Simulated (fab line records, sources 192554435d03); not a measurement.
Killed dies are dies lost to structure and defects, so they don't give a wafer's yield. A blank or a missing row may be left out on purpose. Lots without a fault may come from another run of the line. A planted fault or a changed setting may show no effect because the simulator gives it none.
Chamber matching | flow n5_finfet | N5_BEOL_M7_CVD_78 on cvd_co-02: 3 sister chambers
The step deposits Co from CCTBA/H2, target thk 2 nm, time 142.3 s. 16 wafers are shown with their chamber, then 8 later ones without.

WAFERS WITH THEIR CHAMBER
wafer  | chamber | chamber_pressure_Torr (Torr)
L850.4 | 1       | 30.12
L850.5 | 2       | 30.05
L850.6 | 0       | 29.95
L851.1 | 1       | 29.96
L851.2 | 2       | 30.00
L851.6 | 2       | 29.98
L852.3 | 0       | 29.89
L852.4 | 2       | 29.91
L852.5 | 0       | 29.98
L855.3 | 0       | 30.08
L855.4 | 1       | 30.01
L855.6 | 2       | 29.85
L859.2 | 2       | 30.07
L859.3 | 1       | 29.97
L859.5 | 2       | 30.16
L858.1 | 0       | 29.93

SIGNATURES (means of the wafers above)
reading               | chamber 0 | chamber 1 | chamber 2 | scatter within a chamber
chamber_pressure_Torr | 29.9660   | 30.0150   | 30.0029   | 0.088
Rule: a wafer's distance from a chamber is the root of the sum, over the readings, of the square of ((its reading less the chamber's mean) divided by the reading's scatter). The wafer belongs to the nearest chamber; if the next one is less than 2 further off, it can't be placed. The scatter: the root of (the sum of the squares of (reading less its chamber's mean) over the shown wafers, divided by (wafers less chambers)).

WAFERS WITHOUT THEIR CHAMBER
wafer  | chamber_pressure_Torr (Torr)
L858.2 | 30.00
L858.3 | 30.00
L872.1 | 29.94
L872.2 | 29.90
L872.3 | 29.95
L873.2 | 30.05
L873.4 | 29.96
L873.6 | 30.10

WHICH CHAMBER EACH WENT THROUGH
wafer  | from the rows above          | in truth
L858.2 | can't be placed: 2 or 1 or 0 | 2
L858.3 | can't be placed: 2 or 1 or 0 | 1
L872.1 | can't be placed: 0 or 2 or 1 | 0
L872.2 | can't be placed: 0 or 2 or 1 | 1
L872.3 | can't be placed: 0 or 2 or 1 | 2
L873.2 | can't be placed: 1 or 2 or 0 | 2
L873.4 | can't be placed: 0 or 2 or 1 | 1
L873.6 | can't be placed: 1 or 2 or 0 | 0
Placed correctly: 0 of 8. Can't be placed from these rows: 8 (the true chamber is among the candidates in 8). Placed wrongly: 0.
